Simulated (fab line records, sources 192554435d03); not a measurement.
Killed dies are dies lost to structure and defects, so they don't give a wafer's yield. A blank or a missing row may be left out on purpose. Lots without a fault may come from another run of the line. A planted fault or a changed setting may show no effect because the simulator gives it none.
fab line records | flow n5_finfet
record lots=5 wafers=15 last_day=17
route steps=1938 shown MIM_TOP_LITHO@1839 MIM_TOP_ETCH@1851 PASSIVATION@1936
lots that met no fault: from a run of the same line without faults
start_h: hours from the record's first day to the start of the lot's first wafer shown | wait_h: hours since the lot's step before | " the same as in the row above | L1.1+2: a row that stands for several wafers | - no value, or no start given | * or withheld: withheld | < > ~ a bound
route shown NAME@n: a module of which the file shows steps, and the number in the route of the first | usual: mean/standard deviation of fault-free wafers | same: alike in all rows | chamber/n: place in a boat | sites: the reading at each site | _std_site: their standard deviation | _edge_site: outer sites' mean less inner sites' | radius_mm: how far each site lies from the wafer's centre | mask NAME#n: copy n | behind: the tool/chamber that last shaped the wafer | hold: why the lot was held/for how many hours/how that ended | device: the transistor (n, p or np) that didn't switch | end of line: the same wafers' tests at the end of the route | a step without rows: its recipe alone | killed: dies lost to structure and defects at the first sort, not the wafer's yield | map: a wafer's dies, x killed, . not, _ none there
set.NAME: the setting as run; set.NAME@STEP: as run at that earlier step | model.NAME: the simulator's own value behind a step, which no gauge read
lots at some steps of the route; a table a step, a row a wafer
services: from which hour (start_h, from the record's first day; less than 0 if before it) a tool's chamber was out of use, for how many hours, and why
## steps
# step N5_MIM_TOP_LITHO_HMDS_01
# recipe time_s=60 temp_c=120
# step N5_MIM_TOP_LITHO_COAT_02
# recipe spin_rpm=* resist_thk_nm=*
# step N5_MIM_TOP_LITHO_EBR_04
# recipe solvent=PGMEA ebr_width_mm=1.5
# step N5_MIM_TOP_LITHO_SOFTBAKE_03
# recipe temp_c=100 time_s=90
# step N5_MIM_TOP_LITHO_EXPOSE_05
# recipe mask_id=MIM_TOP na=0.55 source_shape=conventional sigma_outer=0.8 polarization=unpolarized target_cd_nm=2000 dose_mj=20.5
# step N5_MIM_TOP_LITHO_PEB_06
# recipe peb_temp_c=withheld peb_time_s=*
# step N5_MIM_TOP_LITHO_DEVELOP_07
# recipe develop_time_s=60 rinse_liquid=diw dry=air_spin dev_temp_c=21
# step N5_MIM_TOP_LITHO_HARDBAKE_09
# recipe temp_c=130 time_s=120
# step N5_MIM_TOP_LITHO_CD_MEAS_08
# recipe target_cd_nm=2000 landing_energy_ev=500 detector=se_inlens
# usual cd_nm=2000.5/2.1
# columns lot.wafer tool chamber start_h wait_h cd_nm
L506.2 cd_sem-03 0 277.55 - 2001.8
L506.4 " 0 " " 1999.3
L506.5 " 0 " " 2001.3
L513.1 cd_sem-02 0 316.31 - 2000.1
L513.2 " 0 " " 2000.9
L513.6 " 0 " " 2004.6
L522.1 cd_sem-02 0 368.60 - 2004.3
L522.3 " 0 " " 2000.6
L522.6 " 0 " " 1999.5
L523.2 cd_sem-03 0 383.88 - 1996.4
L523.3 " 0 " " 1999.1
L523.5 " 0 " " 1998.2
L526.3 cd_sem-03 0 400.11 - 1998.4
L526.4 " 0 " " 2006.1
L526.6 " 0 " " 2004.8
# step N5_MIM_TOP_LITHO_OVL_MEAS_11
# recipe points_per_wafer=44
# usual MIM_TOP_OVL=-4/5.4
# columns lot.wafer tool chamber start_h wait_h MIM_TOP_OVL[nm]
L506.2 overlay-02 0 277.58 0.0 -5
L506.4 " 0 " " -13
L506.5 " 0 " " -20
L513.1 overlay-02 0 316.34 0.0 -3
L513.2 " 0 " " -6
L513.6 " 0 " " -6
L522.1 overlay-01 0 368.63 0.0 0
L522.3 " 0 " " -10
L522.6 " 0 " " -9
L523.2 overlay-02 0 383.91 0.0 -2
L523.3 " 0 " " -2
L523.5 " 0 " " 3
L526.3 overlay-01 0 400.14 0.0 -1
L526.4 " 0 " " 12
L526.6 " 0 " " 10
# step N5_MIM_TOP_LITHO_INSPECT_12
# recipe mode=adi inspect_instrument=macro
# usual raw_defect_count=1.9/1.4
# columns lot.wafer tool chamber start_h wait_h raw_defect_count
L506.2 defect_inspect-02 - 277.60 0.0 2
L506.4 " - " " 3
L506.5 " - " " 2
L513.1 defect_inspect-02 - 316.36 0.0 2
L513.2 " - " " 3
L513.6 " - " " 0
L522.1 defect_inspect-02 - 368.65 0.0 3
L522.3 " - " " 3
L522.6 " - " " 3
L523.2 defect_inspect-02 - 383.93 0.0 1
L523.3 " - " " 0
L523.5 " - " " 3
L526.3 defect_inspect-02 - 400.17 0.0 2
L526.4 " - " " 2
L526.6 " - " " 2
# step N5_MIM_TOP_LITHO_DESCUM_10
# recipe chemistry=O2 time_s=7.9 source_power_w=50 bias_power_w=20 pressure_mtorr=20 rf_frequency_hz=2.712e+07 temp_c=40 o2_flow_sccm=225
# usual drypump_motor_current_A=5.6/0.55 oes_product_au=0.79/0.068 rf_vpp_V=242.8/1.6 showerhead_plenum_p_Torr=2.07/0.085 throttle_valve_pct=20.47/0.2
# columns lot.wafer tool chamber start_h wait_h drypump_motor_current_A oes_product_au rf_hours_counter_h rf_vpp_V showerhead_plenum_p_Torr throttle_valve_pct
L506.2 rie_diel-04 1 277.64 0.0 6.1 0.81 89 244.3 2.21 20.25
L506.4 " 2 " " 5.7 0.93 18 244.2 2.07 20.07
L506.5 " 3 " " 6.0 0.89 - 245.0 2.22 20.51
L513.1 rie_diel-03 2 316.42 0.0 4.8 0.86 61 242.9 2.05 20.30
L513.2 " 0 " " 5.3 0.79 135 240.0 2.03 20.67
L513.6 " 1 " " 6.3 0.94 - 244.8 2.14 20.47
L522.1 rie_diel-05 3 368.69 0.0 4.7 0.74 140 241.8 2.03 20.69
L522.3 " 1 " " 5.9 0.77 153 243.9 1.99 20.59
L522.6 " 3 " " 4.7 0.74 - 243.9 2.03 20.72
L523.2 rie_diel-03 0 384.02 0.1 5.3 0.77 158 240.6 2.02 20.70
L523.3 " 1 " " 6.4 0.87 31 244.1 2.13 20.52
L523.5 " 1 " " 6.3 0.87 - 244.3 2.13 20.52
L526.3 rie_diel-05 2 400.20 0.0 6.0 0.72 179 242.5 2.08 20.78
L526.4 " 1 " " 5.8 0.76 163 241.3 1.99 20.61
L526.6 " 3 " " 4.7 0.73 - 241.4 2.03 20.73
# step N5_MIM_TOP_ETCH_ETCH_00
# recipe chemistry=Cl2/BCl3 target=TiN target_depth_a=385 ion_energy_ev=150 pressure_mtorr=10 icp_w=1000 bias_w=126 Cl2_flow_sccm=53.25 bcl3_flow_sccm=21.75 Ar_flow_sccm=25
# usual bias_w=126.0/0.33 drypump_motor_current_A=5.9/0.58 oes_product_au=0.81/0.1 throttle_valve_pct=22.65/0.26
# columns lot.wafer tool chamber start_h wait_h bias_w drypump_motor_current_A oes_product_au rf_hours_counter_h throttle_valve_pct
L506.2 rie_metal-01 0 277.76 0.1 126.3 5.4 0.85 - 22.22
L506.4 " 0 " " 126.0 5.4 0.85 - 22.21
L506.5 " 0 " " 126.1 5.4 0.85 - 22.25
L513.1 rie_metal-02 0 316.50 0.1 126.7 5.1 0.65 104 22.77
L513.2 " 1 " " 126.3 6.6 0.79 32 22.63
L513.6 " 0 " " 126.0 5.1 0.65 - 22.79
L522.1 rie_metal-02 1 368.77 0.1 119.7 6.6 0.77 38 22.60
L522.3 " 1 " " 120.2 6.6 0.76 - 22.61
L522.6 " 0 " " 126.2 5.1 1.00 - 22.78
L523.2 rie_metal-03 1 384.10 0.1 125.9 6.1 0.74 67 22.73
L523.3 " 1 " " 125.3 6.1 0.75 - 22.74
L523.5 " 1 " " 125.8 6.1 0.74 - 22.73
L526.3 rie_metal-03 1 400.33 0.1 126.3 6.1 0.74 - 22.75
L526.4 " 0 " " 126.1 6.2 0.64 - 22.56
L526.6 " 0 " " 124.9 6.2 0.64 - 22.56
# step N5_MIM_TOP_ETCH_STRIP_01
# recipe chemistry=O2 power_w=600 temp_c=60 pressure_mtorr=30 rf_frequency_hz=6e+07 bias_power_w=0 overash_fraction=0.5 o2_flow_sccm=225
# usual drypump_motor_current_A=5.8/0.4 oes_product_au=0.77/0.087 rf_vpp_V=3.7/1.4 showerhead_plenum_p_Torr=2.07/0.049 throttle_valve_pct=16.74/0.26
# columns lot.wafer tool chamber start_h wait_h drypump_motor_current_A oes_product_au rf_hours_counter_h rf_vpp_V showerhead_plenum_p_Torr throttle_valve_pct
L506.2 rie_diel-01 1 277.99 0.2 5.5 0.70 201 2.1 1.97 16.49
L506.4 " 0 " " 6.3 0.91 36 3.8 2.05 16.28
L506.5 " 3 " " 6.2 0.73 - 4.3 2.02 16.76
L513.1 rie_diel-02 1 316.64 0.1 5.8 0.91 31 4.2 2.03 16.80
L513.2 " 0 " " 5.0 0.82 88 2.7 2.02 16.62
L513.6 " 0 " " 5.0 0.81 - 2.4 2.02 16.61
L522.1 rie_diel-06 3 369.15 0.3 5.2 0.98 1 3.5 2.14 16.55
L522.3 " 2 " " 6.2 0.68 244 3.0 2.07 17.19
L522.6 " 2 " " 6.2 0.69 - 2.7 2.07 17.16
L523.2 rie_diel-01 3 384.27 0.1 6.2 0.71 208 1.6 2.01 16.83
L523.3 " 2 " " 5.9 0.73 225 4.0 2.09 16.96
L523.5 " 0 " " 6.3 0.86 - 7.6 2.03 16.34
L526.3 rie_diel-01 1 400.49 0.1 5.4 0.69 238 4.9 1.96 16.53
L526.4 " 2 " " 5.8 0.73 230 3.3 2.09 16.96
L526.6 " 1 " " 5.4 0.69 - 6.8 1.96 16.60
# step N5_PASSIVATION_PROBE_49
# usual defect_limited_yield=91.2/1.5 killed_at_M0_to_M3=34/11 killed_at_M4_up=14/5.4 killed_at_contacts=12/5.9 killed_at_front_end=40/12 killed_at_other=4/3.3 killed_dies=103/18 killed_on_rim=14/4.1 killed_open=68/13 killed_short=34/7.5 sort_bin_5_function=5.1/1 sort_bin_6_memory=3.3/0.7 sort_n_pass=1076/18 sort_yield_pct=91.2/1.5
# same gross_dies=1180 killed_at_back_side=0 sort_bin_4_leakage[%]=0 sort_bin_8_speed[%]=0
# columns lot.wafer tool chamber start_h wait_h defect_limited_yield[%] killed_at_M0_to_M3 killed_at_M4_up killed_at_contacts killed_at_front_end killed_at_other killed_dies killed_on_rim killed_open killed_short sort_bin_5_function[%] sort_bin_6_memory[%] sort_n_pass sort_yield_pct[%]
L513.1 prober-02 - 328.27 0.0 89.9 38 15 24 34 8 119 19 83 35 6.4 3.2 1061 89.9
L513.2 prober-02 - 328.32 0.1 92.5 22 10 17 36 4 89 9 58 30 4.2 3.1 1091 92.5
L513.6 prober-02 - 328.52 0.3 92.3 28 16 22 22 3 91 19 58 33 4.3 3.1 1089 92.3
L522.1 prober-01 - 378.21 0.0 90.2 42 19 9 39 7 116 21 80 36 6.0 3.4 1064 90.2
L522.3 prober-01 - 378.31 0.1 92.6 42 8 4 27 6 87 11 60 27 4.5 2.5 1093 92.6
L522.6 prober-01 - 378.46 0.3 91.4 52 14 8 22 5 101 9 68 33 4.6 3.9 1079 91.4
L523.2 prober-01 - 396.27 0.6 91.9 26 13 3 46 7 95 12 66 26 4.7 3.1 1085 91.9
L523.3 prober-01 - 396.32 0.7 89.2 26 19 19 57 6 127 16 90 37 6.9 3.5 1053 89.2
L523.5 prober-01 - 396.42 0.8 89.4 35 13 6 61 10 125 18 87 37 5.8 4.2 1055 89.4
L526.3 prober-02 - 416.43 0.1 91.2 27 23 14 30 10 104 14 61 43 5.1 3.4 1076 91.2
L526.4 prober-02 - 416.48 0.2 94.5 11 9 15 27 3 65 9 39 26 3.0 2.2 1115 94.5
L526.6 prober-02 - 416.58 0.3 92.0 23 18 15 27 11 94 10 67 25 4.7 3.2 1086 92.0
# killed by level:class
L513.1 MOL_CONTACT_COAG:geometric_particle:open=22 BEOL_M0_SAQP:geometric_particle:open=7 BEOL_M0_SAQP:geometric_particle:short=7 STI_FIN_REVEAL:geometric_particle:open=6 DUMMY_GATE:geometric_particle:open=6 FIN_SAQP:geometric_particle:open=5 BEOL_M1:geometric_particle:open=5 BEOL_M3:geometric_particle:open=5
L513.2 MOL_CONTACT_COAG:geometric_particle:open=13 FIN_SAQP:geometric_particle:open=11 BEOL_M0_SAQP:geometric_particle:short=6 FIN_SAQP:geometric_particle:short=5 STI_FIN_REVEAL:geometric_particle:open=5 BEOL_M4:geometric_particle:open=5 MOL_CONTACT_COAG:geometric_particle:short=4 DUMMY_GATE:geometric_particle:short=3
L513.6 MOL_CONTACT_COAG:geometric_particle:open=13 MOL_CONTACT_COAG:geometric_particle:short=9 BEOL_M3:geometric_particle:open=9 BEOL_M1:geometric_particle:short=7 DUMMY_GATE:geometric_particle:open=6 BEOL_M4:geometric_particle:open=5 BEOL_M0_SAQP:geometric_particle:open=4 BEOL_M2:geometric_particle:open=4
L522.1 BEOL_M3:geometric_particle:open=15 FIN_SAQP:geometric_particle:short=9 STI_FIN_REVEAL:geometric_particle:open=9 BEOL_M4:geometric_particle:open=8 BEOL_M0_SAQP:geometric_particle:open=7 BEOL_M2:geometric_particle:open=7 BEOL_M0_SAQP:geometric_particle:short=6 MOL_CONTACT_COAG:geometric_particle:open=5
L522.3 BEOL_M1:geometric_particle:open=11 BEOL_M2:geometric_particle:open=8 BEOL_M3:geometric_particle:open=7 STI_FIN_REVEAL:geometric_particle:open=4 GATE_CUT:geometric_particle:open=4 MOL_CONTACT_COAG:geometric_particle:open=4 BEOL_M0_SAQP:geometric_particle:short=4 MIM_TOP:geometric_particle:open=4
L522.6 BEOL_M3:geometric_particle:open=15 BEOL_M2:geometric_particle:open=12 BEOL_M0_SAQP:geometric_particle:open=9 MOL_CONTACT_COAG:geometric_particle:open=7 BEOL_M0_SAQP:geometric_particle:short=6 FIN_SAQP:geometric_particle:open=5 FIN_SAQP:geometric_particle:short=4 GATE_CUT:geometric_particle:short=4
L523.2 FIN_SAQP:geometric_particle:open=12 BEOL_M3:geometric_particle:open=9 STI_FIN_REVEAL:geometric_particle:open=7 BEOL_M4:geometric_particle:open=7 FIN_SAQP:geometric_particle:short=5 GATE_CUT:geometric_particle:open=5 BEOL_M0_SAQP:geometric_particle:open=5 STARTING-WAFER:geometric_particle:open=5
L523.3 FIN_SAQP:geometric_particle:open=20 FIN_SAQP:geometric_particle:short=19 MOL_CONTACT_COAG:geometric_particle:open=18 BEOL_M4:geometric_particle:open=13 BEOL_M2:geometric_particle:open=7 BEOL_M0_SAQP:geometric_particle:open=5 PAD_METAL:geometric_particle:open=4 BEOL_M3:geometric_particle:open=4
L523.5 STI_FIN_REVEAL:geometric_particle:open=21 BEOL_M2:geometric_particle:open=15 FIN_SAQP:geometric_particle:open=13 BEOL_M4:geometric_particle:open=8 GATE_CUT:geometric_particle:short=6 DUMMY_GATE:geometric_particle:open=4 MOL_CONTACT_COAG:geometric_particle:open=4 BEOL_M1:geometric_particle:open=4
L526.3 BEOL_M0_SAQP:geometric_particle:short=12 MOL_CONTACT_COAG:geometric_particle:open=11 BEOL_M4:geometric_particle:short=11 BEOL_M0_SAQP:geometric_particle:open=9 DUMMY_GATE:geometric_particle:open=7 PASS1_CAP:geometric_particle:short=5 FIN_SAQP:geometric_particle:open=4 GATE_CUT:geometric_particle:open=4
L526.4 DUMMY_GATE:geometric_particle:open=9 MOL_CONTACT_COAG:geometric_particle:open=9 MOL_CONTACT_COAG:geometric_particle:short=6 BEOL_M4:geometric_particle:short=5 GATE_CUT:geometric_particle:short=4 DUMMY_GATE:geometric_particle:short=3 BEOL_M0_SAQP:geometric_particle:short=3 BEOL_M2:geometric_particle:open=3
L526.6 MOL_CONTACT_COAG:geometric_particle:open=14 BEOL_M4:geometric_particle:open=9 FIN_SAQP:geometric_particle:open=8 GATE_CUT:geometric_particle:short=6 BEOL_M3:geometric_particle:open=6 BEOL_M0_SAQP:geometric_particle:open=5 DUMMY_GATE:geometric_particle:open=4 BEOL_M0_SAQP:geometric_particle:short=4
## services
# columns tool chamber start_h hours kind
rie_metal-01 1 253.93 - clean
rie_metal-01 1 253.93 25.0 scheduled_down
rie_metal-01 1 253.93 25.0 vent_cycle
rie_diel-03 1 258.58 - clean
rie_diel-03 1 258.58 - consumable_replace:focus_ring
rie_diel-03 1 258.58 25.3 scheduled_down
rie_diel-03 1 258.58 25.3 vent_cycle
rie_metal-03 - 262.60 0.2 repair
rie_diel-03 - 282.27 14.6 pm
rie_diel-05 - 290.03 0.5 repair
rie_diel-06 - 291.33 15.6 pm
rie_diel-04 - 306.33 0.4 repair
rie_diel-02 3 315.13 4.7 repair
rie_diel-02 0 339.01 2.1 repair
rie_diel-01 1 348.30 14.7 repair
rie_metal-02 0 351.64 - clean
rie_metal-02 0 351.64 13.3 scheduled_down
rie_metal-02 0 351.64 13.3 vent_cycle
rie_diel-06 3 351.85 - clean
rie_diel-06 3 351.85 - consumable_replace:focus_ring
rie_diel-06 3 351.85 14.5 scheduled_down
rie_diel-02 0 361.56 5.1 repair
rie_diel-01 - 368.32 1.0 repair
rie_diel-03 3 374.28 19.2 repair
## key
first_sign step=N5_MIM_TOP_ETCH_ETCH_00 reading=bias_w direction=down sigmas=18 usual=* struck=*
effect none on later readings
met_at N5_MIM_TOP_ETCH_ETCH_00
struck_wafers L522.1,L522.3
onset_between 316.50 368.77
fault kind=process_parameter_drift tool=rie_metal-02 chamber=1 onset_h=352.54 steps=N5_MIM_TOP_ETCH_ETCH_00 channel=bias_w offset=* shape=step end_h=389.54 acts_in=* stated=*
